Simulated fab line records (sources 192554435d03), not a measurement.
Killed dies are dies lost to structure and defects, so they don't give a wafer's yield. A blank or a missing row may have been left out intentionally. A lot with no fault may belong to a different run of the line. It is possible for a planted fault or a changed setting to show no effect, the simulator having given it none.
Which tool did it?	flow n5-finfet	route of 1938 steps, sampled at 1 step: 11 lots, 33 wafers

WHAT THE GAUGES READ, wafer by wafer
N5_BEOL_M14_THK_MEAS_01.
lot	measured	on	M14_ILD_THK (nm)
L706	day 10 20:36	film-metro-02	1099 1123 1125
L709	day 11 18:50	film-metro-02	1076 1108 1101
L710	day 11 19:25	film-metro-01	1085 1116 1103
L711	day 11 23:06	film-metro-01	1112 1106 1115
L715	day 13 03:25	film-metro-01	1082 1109 1102
L714	day 13 09:25	film-metro-01	1071 1121 1107
L716	day 13 12:26	film-metro-01	1120 1123 1146
L720	day 15 12:22	film-metro-02	1105 1131 1131
L725	day 16 03:32	film-metro-01	1121 1134 1119
L724	day 16 20:01	film-metro-02	1119 1094 1138
L727	day 17 01:35	film-metro-02	1139 1142 1153

EACH LOT AND THE TOOL THAT RAN IT (in order: tool; ch and the chambers of the sampled wafers; start)
No process step before these readings appears in the record.

THE ANSWER, worked out from the rows above alone
Rule: what is usual is taken from the lots themselves. Put in order of their means at a reading, lots are off if they are a third of the lots or fewer, leave a main group of 4 or more, and stand apart from it by a gap of 3 or more times the standard deviation of the main group's means; of several such gaps the widest counts. Not used: any main group whose means are identical at the precision the tables above print for the reading. A lot without any number at a reading at which 4 lots or more have one is off too. All remaining lots with rows at the step are treated as sound.
Nothing can be told from this: no lot is off at any reading shown.

WHAT THE SIMULATOR HAD INSERTED
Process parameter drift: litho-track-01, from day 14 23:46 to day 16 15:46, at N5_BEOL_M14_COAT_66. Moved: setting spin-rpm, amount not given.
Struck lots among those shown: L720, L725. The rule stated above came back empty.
